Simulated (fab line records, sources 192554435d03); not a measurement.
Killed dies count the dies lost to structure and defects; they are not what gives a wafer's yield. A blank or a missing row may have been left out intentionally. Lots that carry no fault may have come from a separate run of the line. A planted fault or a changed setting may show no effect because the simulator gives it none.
Chamber matching || flow n5_finfet || cmp-04 running N5_GATE_CUT_CMP_43: 4 sister chambers
The step polishes SiO2. 7 wafers are shown with their chamber, then 8 later ones without.

== WAFERS WITH THEIR CHAMBER ==
{"wafer": "L083.1", "chamber": 2, "motor_current_A (A)": 12.2}
{"wafer": "L086.1", "chamber": 3, "motor_current_A (A)": 12.4}
{"wafer": "L086.2", "chamber": 1, "motor_current_A (A)": 12.0}
{"wafer": "L087.3", "chamber": 0, "motor_current_A (A)": 12.6}
{"wafer": "L087.4", "chamber": 1, "motor_current_A (A)": 11.2}
{"wafer": "L087.6", "chamber": 3, "motor_current_A (A)": 12.1}
{"wafer": "L090.3", "chamber": 0, "motor_current_A (A)": 11.9}

== WAFERS MISSING THEIR CHAMBER ==
{"wafer": "L090.4", "motor_current_A (A)": 11.8}
{"wafer": "L090.6", "motor_current_A (A)": 12.1}
{"wafer": "L093.2", "motor_current_A (A)": 11.5}
{"wafer": "L093.5", "motor_current_A (A)": 11.9}
{"wafer": "L093.6", "motor_current_A (A)": 12.3}
{"wafer": "L096.2", "motor_current_A (A)": 12.4}
{"wafer": "L096.3", "motor_current_A (A)": 10.9}
{"wafer": "L096.4", "motor_current_A (A)": 11.9}

== THE CHAMBER EACH PASSED THROUGH ==
{"wafer": "L090.4", "from the rows above": "can't be placed: 1 or 2 or 0 or 3", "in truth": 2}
{"wafer": "L090.6", "from the rows above": "can't be placed: 2 or 0 or 3 or 1", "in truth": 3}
{"wafer": "L093.2", "from the rows above": "can't be placed: 1 or 2 or 0 or 3", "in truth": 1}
{"wafer": "L093.5", "from the rows above": "can't be placed: 2 or 1 or 0 or 3", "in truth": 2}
{"wafer": "L093.6", "from the rows above": "can't be placed: 0 or 3 or 2 or 1", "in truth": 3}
{"wafer": "L096.2", "from the rows above": "can't be placed: 0 or 3 or 2 or 1", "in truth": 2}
{"wafer": "L096.3", "from the rows above": "can't be placed: 1 or 2 or 0 or 3", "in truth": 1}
{"wafer": "L096.4", "from the rows above": "can't be placed: 2 or 1 or 0 or 3", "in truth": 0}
Correctly placed: 0 of 8. Unplaceable from these rows: 8, with the true chamber sitting among the candidates in 8. Wrongly placed: 0.
How it was worked out, from the rows above alone: a wafer's distance from a chamber is the root of the sum, over the readings, of the square of ((its reading less the chamber's mean) divided by the reading's scatter). If the next closest chamber is less than 2 further off than the closest, the wafer can't be placed; otherwise it belongs to the closest. A chamber's mean is the mean of its shown wafers. The scatter: the root of (the sum of the squares of (reading less its chamber's mean) over the shown wafers, divided by (wafers less chambers)).
